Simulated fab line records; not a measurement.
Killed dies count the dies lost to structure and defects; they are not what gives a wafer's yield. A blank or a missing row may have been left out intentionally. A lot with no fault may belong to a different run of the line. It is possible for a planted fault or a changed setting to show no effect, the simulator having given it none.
Which tool was responsible? / flow n5-finfet / Sampling: 10 lots, 30 wafers, 4 of 1938 route steps

== WHAT THE GAUGES SHOWED, per wafer ==
N5_MOL_CONTACT_COAG_CD_MEAS_40 targets a cd of 25.1 nm.
lot=L328; measured=day 5 03:59; on=cd-sem-03; cd-nm (nm)=25.47 25.08 24.75
lot=L329; measured=day 5 10:33; on=cd-sem-03; cd-nm (nm)=24.88 25.12 24.99
lot=L330; measured=day 5 19:46; on=cd-sem-02; cd-nm (nm)=24.77 24.54 24.90
lot=L331; measured=day 6 02:31; on=cd-sem-03; cd-nm (nm)=25.06 25.32 25.02
lot=L332; measured=day 6 03:30; on=cd-sem-03; cd-nm (nm)=25.13 25.10 24.54
lot=L335; measured=day 6 22:11; on=cd-sem-03; cd-nm (nm)=24.93 25.53 24.81
lot=L336; measured=day 7 05:56; on=cd-sem-01; cd-nm (nm)=25.19 25.38 24.83
lot=L337; measured=day 7 13:49; on=cd-sem-03; cd-nm (nm)=25.33 24.38 24.84
lot=L342; measured=day 8 20:13; on=cd-sem-01; cd-nm (nm)=24.92 25.32 24.73
lot=L350; measured=day 11 01:28; on=cd-sem-01; cd-nm (nm)=25.51 25.05 25.01

N5_MOL_CONTACT_COAG_INSPECT_42: inspects for defects (brightfield).
lot=L328; measured=day 5 04:05; on=defect-inspect-01; raw-defect-count=148 181 153
lot=L329; measured=day 5 10:38; on=defect-inspect-01; raw-defect-count=272 416 329
lot=L330; measured=day 5 19:51; on=defect-inspect-02; raw-defect-count=269 292 352
lot=L331; measured=day 6 02:37; on=defect-inspect-02; raw-defect-count=241 222 234
lot=L332; measured=day 6 03:35; on=defect-inspect-02; raw-defect-count=298 379 194
lot=L335; measured=day 6 22:17; on=defect-inspect-01; raw-defect-count=214 320 209
lot=L336; measured=day 7 06:02; on=defect-inspect-01; raw-defect-count=203 257 188
lot=L337; measured=day 7 13:55; on=defect-inspect-01; raw-defect-count=164 170 208
lot=L342; measured=day 8 20:19; on=defect-inspect-02; raw-defect-count=174 497 161
lot=L350; measured=day 11 01:34; on=defect-inspect-01; raw-defect-count=175 141 149

== WHICH TOOL RAN EACH LOT (tool, then ch and the chambers of the sampled wafers, then the start) ==
lot=L328; N5_MOL_CONTACT_COAG_ETCHBACK_135=rie-diel-05 ch 1,2,3, day 5 03:18; N5_MOL_CONTACT_COAG_STRIP_96=rie-diel-05 ch 1,2,3, day 5 03:24
lot=L329; N5_MOL_CONTACT_COAG_ETCHBACK_135=rie-diel-04 ch 1,3, day 5 09:40; N5_MOL_CONTACT_COAG_STRIP_96=rie-diel-04 ch 1,3, day 5 09:46
lot=L330; N5_MOL_CONTACT_COAG_ETCHBACK_135=rie-diel-04 ch 0,2,3, day 5 19:02; N5_MOL_CONTACT_COAG_STRIP_96=rie-diel-04 ch 0,2,3, day 5 19:08
lot=L331; N5_MOL_CONTACT_COAG_ETCHBACK_135=rie-diel-04 ch 1,3, day 6 01:40; N5_MOL_CONTACT_COAG_STRIP_96=rie-diel-04 ch 1,3, day 6 01:46
lot=L332; N5_MOL_CONTACT_COAG_ETCHBACK_135=rie-diel-05 ch 0,1,3, day 6 02:49; N5_MOL_CONTACT_COAG_STRIP_96=rie-diel-05 ch 0,1,3, day 6 02:55
lot=L335; N5_MOL_CONTACT_COAG_ETCHBACK_135=rie-diel-04 ch 2,3, day 6 21:30; N5_MOL_CONTACT_COAG_STRIP_96=rie-diel-04 ch 2,3, day 6 21:36
lot=L336; N5_MOL_CONTACT_COAG_ETCHBACK_135=rie-diel-04 ch 0,1,2, day 7 05:16; N5_MOL_CONTACT_COAG_STRIP_96=rie-diel-04 ch 0,1,2, day 7 05:22
lot=L337; N5_MOL_CONTACT_COAG_ETCHBACK_135=rie-diel-03 ch 0,1,2, day 7 13:08; N5_MOL_CONTACT_COAG_STRIP_96=rie-diel-03 ch 0,1,2, day 7 13:14
lot=L342; N5_MOL_CONTACT_COAG_ETCHBACK_135=rie-diel-04 ch 0,2,3, day 8 19:23; N5_MOL_CONTACT_COAG_STRIP_96=rie-diel-04 ch 0,2,3, day 8 19:29
lot=L350; N5_MOL_CONTACT_COAG_ETCHBACK_135=rie-diel-03 ch 2,3, day 11 00:47; N5_MOL_CONTACT_COAG_STRIP_96=rie-diel-03 ch 2,3, day 11 00:53
- N5_MOL_CONTACT_COAG_ETCHBACK_135: etches SiO2 in CHF3, target depth 25 nm, time 16.7 s.
- N5_MOL_CONTACT_COAG_STRIP_96: strips in N2/H2.

== WHAT THE TOOLS THEMSELVES READ (means of the sampled wafers that have a number; where no wafer has one, the mark that the record gives instead) ==
N5_MOL_CONTACT_COAG_ETCHBACK_135.
lot=L328; tool=rie-diel-05; drypump-motor-current-A (A)=5.6; oes_f_703_au (a.u.)=0.84; oes-product-au (a.u.)=0.85; rf-vpp-V (V)=529; showerhead-plenum-p-Torr (Torr)=2.41; throttle-valve-pct (%)=18.63
lot=L329; tool=rie-diel-04; drypump-motor-current-A (A)=6.4; oes_f_703_au (a.u.)=0.73; oes-product-au (a.u.)=0.72; rf-vpp-V (V)=522; showerhead-plenum-p-Torr (Torr)=2.43; throttle-valve-pct (%)=18.97
lot=L330; tool=rie-diel-04; drypump-motor-current-A (A)=6.2; oes_f_703_au (a.u.)=0.76; oes-product-au (a.u.)=0.76; rf-vpp-V (V)=527; showerhead-plenum-p-Torr (Torr)=2.40; throttle-valve-pct (%)=18.91
lot=L331; tool=rie-diel-04; drypump-motor-current-A (A)=6.4; oes_f_703_au (a.u.)=0.72; oes-product-au (a.u.)=0.72; rf-vpp-V (V)=521; showerhead-plenum-p-Torr (Torr)=2.43; throttle-valve-pct (%)=19.01
lot=L332; tool=rie-diel-05; drypump-motor-current-A (A)=5.6; oes_f_703_au (a.u.)=0.83; oes-product-au (a.u.)=0.83; rf-vpp-V (V)=524; showerhead-plenum-p-Torr (Torr)=2.45; throttle-valve-pct (%)=18.59
lot=L335; tool=rie-diel-04; drypump-motor-current-A (A)=6.2; oes_f_703_au (a.u.)=0.76; oes-product-au (a.u.)=0.77; rf-vpp-V (V)=523; showerhead-plenum-p-Torr (Torr)=2.37; throttle-valve-pct (%)=19.00
lot=L336; tool=rie-diel-04; drypump-motor-current-A (A)=6.2; oes_f_703_au (a.u.)=0.72; oes-product-au (a.u.)=0.72; rf-vpp-V (V)=526; showerhead-plenum-p-Torr (Torr)=2.42; throttle-valve-pct (%)=18.95
lot=L337; tool=rie-diel-03; drypump-motor-current-A (A)=5.6; oes_f_703_au (a.u.)=0.78; oes-product-au (a.u.)=0.77; rf-vpp-V (V)=526; showerhead-plenum-p-Torr (Torr)=2.42; throttle-valve-pct (%)=18.56
lot=L342; tool=rie-diel-04; drypump-motor-current-A (A)=6.2; oes_f_703_au (a.u.)=0.73; oes-product-au (a.u.)=0.73; rf-vpp-V (V)=527; showerhead-plenum-p-Torr (Torr)=2.39; throttle-valve-pct (%)=18.96
lot=L350; tool=rie-diel-03; drypump-motor-current-A (A)=5.7; oes_f_703_au (a.u.)=0.80; oes-product-au (a.u.)=0.81; rf-vpp-V (V)=526; showerhead-plenum-p-Torr (Torr)=2.46; throttle-valve-pct (%)=18.64

N5_MOL_CONTACT_COAG_STRIP_96.
lot=L328; tool=rie-diel-05; drypump-motor-current-A (A)=5.6; oes-product-au (a.u.)=0.85; power-w (W)=499.7; rf-vpp-V (V)=121.3; showerhead-plenum-p-Torr (Torr)=3.40; throttle-valve-pct (%)=18.8
lot=L329; tool=rie-diel-04; drypump-motor-current-A (A)=6.4; oes-product-au (a.u.)=0.73; power-w (W)=500.2; rf-vpp-V (V)=122.0; showerhead-plenum-p-Torr (Torr)=3.43; throttle-valve-pct (%)=18.9
lot=L330; tool=rie-diel-04; drypump-motor-current-A (A)=6.2; oes-product-au (a.u.)=0.75; power-w (W)=499.5; rf-vpp-V (V)=122.8; showerhead-plenum-p-Torr (Torr)=3.40; throttle-valve-pct (%)=19.2
lot=L331; tool=rie-diel-04; drypump-motor-current-A (A)=6.4; oes-product-au (a.u.)=0.72; power-w (W)=500.4; rf-vpp-V (V)=121.8; showerhead-plenum-p-Torr (Torr)=3.43; throttle-valve-pct (%)=19.0
lot=L332; tool=rie-diel-05; drypump-motor-current-A (A)=5.7; oes-product-au (a.u.)=0.83; power-w (W)=499.6; rf-vpp-V (V)=122.7; showerhead-plenum-p-Torr (Torr)=3.44; throttle-valve-pct (%)=18.6
lot=L335; tool=rie-diel-04; drypump-motor-current-A (A)=6.2; oes-product-au (a.u.)=0.77; power-w (W)=499.8; rf-vpp-V (V)=122.1; showerhead-plenum-p-Torr (Torr)=3.36; throttle-valve-pct (%)=19.3
lot=L336; tool=rie-diel-04; drypump-motor-current-A (A)=6.3; oes-product-au (a.u.)=0.72; power-w (W)=499.0; rf-vpp-V (V)=121.4; showerhead-plenum-p-Torr (Torr)=3.43; throttle-valve-pct (%)=19.3
lot=L337; tool=rie-diel-03; drypump-motor-current-A (A)=5.6; oes-product-au (a.u.)=0.76; power-w (W)=501.0; rf-vpp-V (V)=122.3; showerhead-plenum-p-Torr (Torr)=3.41; throttle-valve-pct (%)=18.7
lot=L342; tool=rie-diel-04; drypump-motor-current-A (A)=6.2; oes-product-au (a.u.)=0.73; power-w (W)=500.0; rf-vpp-V (V)=123.0; showerhead-plenum-p-Torr (Torr)=3.39; throttle-valve-pct (%)=19.3
lot=L350; tool=rie-diel-03; drypump-motor-current-A (A)=5.7; oes-product-au (a.u.)=0.81; power-w (W)=500.5; rf-vpp-V (V)=121.4; showerhead-plenum-p-Torr (Torr)=3.46; throttle-valve-pct (%)=18.7

== THE ANSWER, worked out from the rows above alone ==
Rule: the usual values come from the lots themselves. Put in order of their means at a reading, lots are off if they are a third of the lots or fewer, leave a main group of 4 or more, and stand apart from it by a gap of 3 or more times the standard deviation of the main group's means; of several such gaps the widest counts. A main group is skipped when, at the precision printed for the reading in the tables above, its means are all equal. Also off: a lot with no number at a reading for which 4 or more lots have one. Where the step has rows for the other lots, those lots are counted as sound. First the gauges in route order, then the tools' own readings, where a lot's mean is used as printed above. At the first step where some lot is off, the reading lying furthest off is the one used; lots without a number count as furthest.
Nothing can be told from this: no lot is off at any reading shown.

== WHAT THE SIMULATOR HAD INSERTED ==
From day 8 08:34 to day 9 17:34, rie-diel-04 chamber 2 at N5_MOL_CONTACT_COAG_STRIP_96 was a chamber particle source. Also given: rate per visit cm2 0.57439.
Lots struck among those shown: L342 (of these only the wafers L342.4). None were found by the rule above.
